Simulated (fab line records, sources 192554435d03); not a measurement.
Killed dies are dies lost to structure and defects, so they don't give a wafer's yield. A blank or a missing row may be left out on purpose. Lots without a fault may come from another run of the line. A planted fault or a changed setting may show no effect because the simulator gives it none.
Problem report in the 8D (eight disciplines) form, filled by code | flow n5_finfet | the parts of the form that need people (team, actions taken, sign-off) are left out

1. THE PROBLEM
run_length_s at N5_BEOL_M2_CVD_47 reads a mean of 99.3 s on 2 wafers of 2 lots; wafers without a fault read 246.9 s with a standard deviation of 0.48. That is -99 or more standard deviations from the usual mean.
The step: deposits Co from CCTBA/H2, target thk 3 nm, time 223.8 s.
First seen on wafer L614.5, day 11 20:16, on cvd_co-01. The record holds 28 wafers of 10 lots with a number at this step. Rule for "out", or "out of limits": more than 4 standard deviations from the usual mean. The other wafers with a number count as sound.

2. WHAT IT IS AND WHAT IT IS NOT
question                    | is                | is not
which readings at this step | run_length_s      | -
which lots                  | L613, L614        | L593, L595, L596, L597, L600, L602, L605, L606
which wafers of those lots  | L613.6, L614.5    | L613.3, L614.4
read on which tools         | cvd_co-01         | cvd_co-02
when                        | from day 11 20:16 | up to then (25 sound wafers); but 1 sound wafer of L613 came after

3. SUSPECTS, AND WHAT RULES EACH OUT
Counting: a tool at a process step up to the reading stays a suspect if it ran every lot that is out. Sound lots after the first of them don't rule it out here, since some wafers of a struck lot are sound.
- rie_diel-01 at N5_BEOL_M2_ETCH_41 (etches SiCN in CH3F/O2, target depth 29.9 nm, time 52.5 s): kept. It ran every lot that is out, first L614 (day 11 20:16); its last sound lot up to then is L602 (day 8 23:56). N5_BEOL_M2_ETCH_41 gives no start for some lots, so the hours and the order of its lots are those of N5_BEOL_M2_CVD_47.
- rie_diel-01 at N5_BEOL_M2_STRIP_97 (strips in N2/H2, time 10 s): kept. It ran every lot that is out, first L614 (day 11 20:16); its last sound lot up to then is L602 (day 8 23:56). N5_BEOL_M2_STRIP_97 gives no start for some lots, so the hours and the order of its lots are those of N5_BEOL_M2_CVD_47.
- cvd_co-01 at N5_BEOL_M2_CVD_47 (deposits Co from CCTBA/H2, target thk 3 nm, time 223.8 s): kept. It ran every lot that is out, first L614 (day 11 20:16); its last sound lot up to then is L606 (day 10 10:27). Its own readings are out on those wafers: run_length_s.
Left after counting: rie_diel-01 at N5_BEOL_M2_ETCH_41, rie_diel-01 at N5_BEOL_M2_STRIP_97, cvd_co-01 at N5_BEOL_M2_CVD_47.

4. THE CAUSE (what the simulator had put in)
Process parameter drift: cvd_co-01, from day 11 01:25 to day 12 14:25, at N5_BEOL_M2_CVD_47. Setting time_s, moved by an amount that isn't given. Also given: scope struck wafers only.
Counting left 3 suspects, and this tool is among them.

5. THE CHAIN OF EFFECTS, in route order
Each row: a reading whose mean over the struck wafers that have a number lies more than 3 standard deviations from the usual. Only readings for which the record gives a usual standard deviation are gone through. hours: the time from each lot's start at the first step in this table that gives one to its start at this step, as a median over the lots. sigmas: the change in usual standard deviations.
hours | step              | reading      | usual   | on struck wafers | change | sigmas
0     | N5_BEOL_M2_CVD_47 | run_length_s | 246.9 s | 99.3             | -147.6 | -99 or more
The process steps in it:
- N5_BEOL_M2_CVD_47: deposits Co from CCTBA/H2, target thk 3 nm, time 223.8 s.
Later measuring or inspecting steps at which every struck wafer that the step has a row for has a number for every such reading, and none has moved that far: N5_BEOL_M4_RC_MEAS_101.

6. WHAT WOULD HAVE CAUGHT IT SOONER
In this record the first reading out of limits was taken at day 11 20:16, 19 hours after the fault began at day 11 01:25.
